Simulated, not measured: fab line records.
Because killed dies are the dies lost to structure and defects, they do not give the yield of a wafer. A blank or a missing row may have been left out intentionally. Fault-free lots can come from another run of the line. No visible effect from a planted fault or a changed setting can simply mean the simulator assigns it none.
What tool caused it? -- flow nand harc -- Sampling: 12 lots, 36 wafers, 3 of 1159 route steps

## WHAT THE GAUGES SHOWED, per wafer
NHARC_P_GATE_INSPECT_68.
lot,measured,on,raw defect count
L075,day 5 17:11,defect inspect-02,249 248 194
L077,day 6 07:41,defect inspect-02,80 154 108
L078,day 6 13:01,defect inspect-01,174 284 142
L082,day 7 07:02,defect inspect-01,209 176 209
L083,day 7 17:44,defect inspect-02,383 205 176
L086,day 8 18:58,defect inspect-02,172 204 129
L087,day 8 20:53,defect inspect-01,118 132 122
L089,day 9 06:54,defect inspect-01,127 116 112
L091,day 9 20:02,defect inspect-01,141 184 211
L092,day 10 02:01,defect inspect-02,133 190 179
L094,day 10 19:01,defect inspect-01,161 205 196
L097,day 11 02:08,defect inspect-01,133 147 202

## WHICH TOOL RAN EACH LOT (tool, then ch and the chambers of the sampled wafers, then the start)
lot,NHARC_P_GATE_STRIP_95,NHARC_P_GATE_RTA_80
L075,"plasma asher-02 ch 0,1, day 5 15:14","rtp anneal-02 ch 0, day 5 16:32"
L077,"plasma asher-01 ch 0,1, day 6 05:53","rtp anneal-01 ch 0, day 6 07:02"
L078,"plasma asher-02 ch 0,1, day 6 11:13","rtp anneal-01 ch 0, day 6 12:24"
L082,"plasma asher-02 ch 0,1, day 7 04:57","rtp anneal-01 ch 0, day 7 06:23"
L083,"plasma asher-02 ch 0,1, day 7 15:55","rtp anneal-01 ch 0, day 7 17:07"
L086,"plasma asher-01 ch 0,1, day 8 17:08","rtp anneal-02 ch 0, day 8 18:17"
L087,"plasma asher-01 ch 0,1, day 8 18:58","rtp anneal-02 ch 0, day 8 20:07"
L089,"plasma asher-02 ch 1, day 9 05:05","rtp anneal-01 ch 0, day 9 06:15"
L091,"plasma asher-02 ch 0,1, day 9 18:13","rtp anneal-02 ch 0, day 9 19:22"
L092,"plasma asher-02 ch 0,1, day 10 00:10","rtp anneal-02 ch 0, day 10 01:23"
L094,"plasma asher-01 ch 0,1, day 10 17:13","rtp anneal-01 ch 0, day 10 18:25"
L097,"plasma asher-02 ch 0,1, day 11 00:05","rtp anneal-02 ch 0, day 11 01:28"
- NHARC_P_GATE_STRIP_95: strips in O2.
- NHARC_P_GATE_RTA_80: time 30 s.

## THE ANSWER, worked out from the rows above alone
Rule: the usual values come from the lots themselves. The widest of any qualifying gaps counts: lots, ordered by their means at a reading, are off when they make up no more than a third of the lots, leave a main group of 4 or more, and stand apart from it by 3 or more times the standard deviation of that group's means. A main group is skipped when, at the precision printed for the reading in the tables above, its means are all equal. A lot without any number at a reading at which 4 lots or more have one is off too. The other lots that the step has rows for count as sound.
None of the lots is off at any reading shown; this tells nothing.

## WHAT THE SIMULATOR HAD INSERTED
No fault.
